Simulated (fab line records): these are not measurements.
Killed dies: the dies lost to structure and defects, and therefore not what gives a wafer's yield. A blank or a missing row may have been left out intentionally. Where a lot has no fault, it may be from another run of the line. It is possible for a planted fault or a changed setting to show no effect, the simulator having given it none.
Matching of chambers + flow n5 finfet + N5_BEOL_M9_ETCH_62 on rie diel-03: 4 sister chambers
The step etches SOC in N2/H2, target depth 110 nm, overetch 22 nm, time 165 s. 18 wafers are shown with their chamber, then 9 later ones without.

## EACH WAFER AND ITS CHAMBER
| wafer  | chamber | drypump motor current A (A) | showerhead plenum p Torr (Torr) | rf vpp V (V) |
|--------|---------|-----------------------------|---------------------------------|--------------|
| L074.4 | 1       | 4.9                         | 2.70                            | 528.3        |
| L074.5 | 0       | 5.7                         | 2.49                            | 523.3        |
| L074.6 | 3       | 5.5                         | 2.50                            | 522.0        |
| L075.2 | 1       | 4.9                         | 2.69                            | 528.2        |
| L075.3 | 2       | 6.6                         | 2.62                            | 526.7        |
| L075.4 | 3       | 5.4                         | 2.49                            | 522.3        |
| L077.2 | 2       | 6.6                         | 2.62                            | 526.5        |
| L077.4 | 2       | 6.6                         | 2.62                            | 527.2        |
| L077.5 | 3       | 5.4                         | 2.49                            | 522.8        |
| L078.1 | 1       | 4.9                         | 2.69                            | 527.5        |
| L078.2 | 2       | 6.6                         | 2.62                            | 526.7        |
| L078.4 | 0       | 5.6                         | 2.49                            | 521.2        |
| L079.2 | 2       | 6.6                         | 2.62                            | 526.1        |
| L079.3 | 3       | 5.5                         | 2.49                            | 523.6        |
| L079.5 | 1       | 4.9                         | 2.69                            | 528.9        |
| L085.2 | 2       | 6.6                         | 2.61                            | 527.1        |
| L085.5 | 0       | 5.7                         | 2.48                            | 521.5        |
| L085.6 | 1       | 4.9                         | 2.69                            | 527.1        |

SIGNATURES (means of the wafers above)
| reading                  | chamber 0 | chamber 1 | chamber 2 | chamber 3 | scatter within a chamber |
|--------------------------|-----------|-----------|-----------|-----------|--------------------------|
| drypump motor current A  | 5.667     | 4.900     | 6.600     | 5.450     | 0.0345                   |
| showerhead plenum p Torr | 2.4867    | 2.6920    | 2.6183    | 2.4925    | 0.00467                  |
| rf vpp V                 | 522.000   | 528.000   | 526.717   | 522.675   | 0.7                      |
Rule: a wafer's distance from a chamber is the root of the sum, over the readings, of the square of ((its reading less the chamber's mean) divided by the reading's scatter). If the next closest chamber is less than 2 further off than the closest, the wafer can't be placed; otherwise it belongs to the closest. The scatter: the root of (the sum of the squares of (reading less its chamber's mean) over the shown wafers, divided by (wafers less chambers)).

## WAFERS WITHOUT THEIR CHAMBER
| wafer  | drypump motor current A (A) | showerhead plenum p Torr (Torr) | rf vpp V (V) |
|--------|-----------------------------|---------------------------------|--------------|
| L090.3 | 5.4                         | 2.48                            | 522.9        |
| L090.5 | 5.7                         | 2.48                            | 521.4        |
| L090.6 | 5.4                         | 2.48                            | 522.7        |
| L092.1 | 4.9                         | 2.68                            | 526.6        |
| L092.3 | 5.4                         | 2.48                            | 522.0        |
| L092.6 | 6.6                         | 2.61                            | 527.2        |
| L093.2 | 6.6                         | 2.61                            | 526.6        |
| L093.4 | 4.9                         | 2.68                            | 526.8        |
| L093.6 | 5.4                         | 2.48                            | 521.9        |

## EACH ONE'S CHAMBER
| wafer  | from the rows above | in truth |
|--------|---------------------|----------|
| L090.3 | 3                   | 3        |
| L090.5 | 0                   | 0        |
| L090.6 | 3                   | 3        |
| L092.1 | 1                   | 1        |
| L092.3 | 3                   | 3        |
| L092.6 | 2                   | 2        |
| L093.2 | 2                   | 2        |
| L093.4 | 1                   | 1        |
| L093.6 | 3                   | 3        |
Placed correctly: 9 of 9. Number that these rows cannot place: 0. 0 placed wrongly.
